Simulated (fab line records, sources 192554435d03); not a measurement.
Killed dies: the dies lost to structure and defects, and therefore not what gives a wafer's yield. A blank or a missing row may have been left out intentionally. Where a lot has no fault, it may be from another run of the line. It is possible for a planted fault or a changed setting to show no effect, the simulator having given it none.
Chamber matching    flow n5-finfet    4 sister chambers for N5_BEOL_M12_TRENCH_ETCH_34 on rie-diel-04
The step etches SiOC in C4F8/O2/Ar, target depth 318.95 nm, time 125.5 s. 4 wafers are shown with their chamber, then 10 later ones without.

## WAFERS PAIRED WITH THEIR CHAMBERS
wafer   chamber  showerhead-plenum-p-Torr (Torr)
L086.1  1        3.32
L086.3  2        3.53
L088.1  3        3.60
L088.4  0        3.37

## WAFERS WHOSE CHAMBER IS MISSING
wafer   showerhead-plenum-p-Torr (Torr)
L088.5  3.60
L089.3  3.52
L089.5  3.32
L089.6  3.52
L093.1  3.32
L093.2  3.59
L093.4  3.37
L097.1  3.59
L097.4  3.36
L097.5  3.59

## WHICH CHAMBER EACH ONE RAN IN
wafer   from the rows above  in truth
L088.5  3                    3
L089.3  2                    2
L089.5  1                    1
L089.6  2                    2
L093.1  1                    1
L093.2  3                    3
L093.4  0                    0
L097.1  3                    3
L097.4  0                    0
L097.5  3                    3
Placed correctly: 10 of 10. Left unplaced by these rows: 0. Number placed wrongly: 0.
How it was worked out, from the rows above alone: a wafer's distance from a chamber is the root of the sum, over the readings, of the square of ((its reading less the chamber's mean) divided by the reading's scatter). The wafer belongs to the nearest chamber; if the next one is less than 2 further off, it can't be placed. For every chamber, the mean is computed from those of its wafers that are shown. The scatter: root of mean squared gap, hidden wafer to nearest shown wafer, with one shown wafer a chamber.
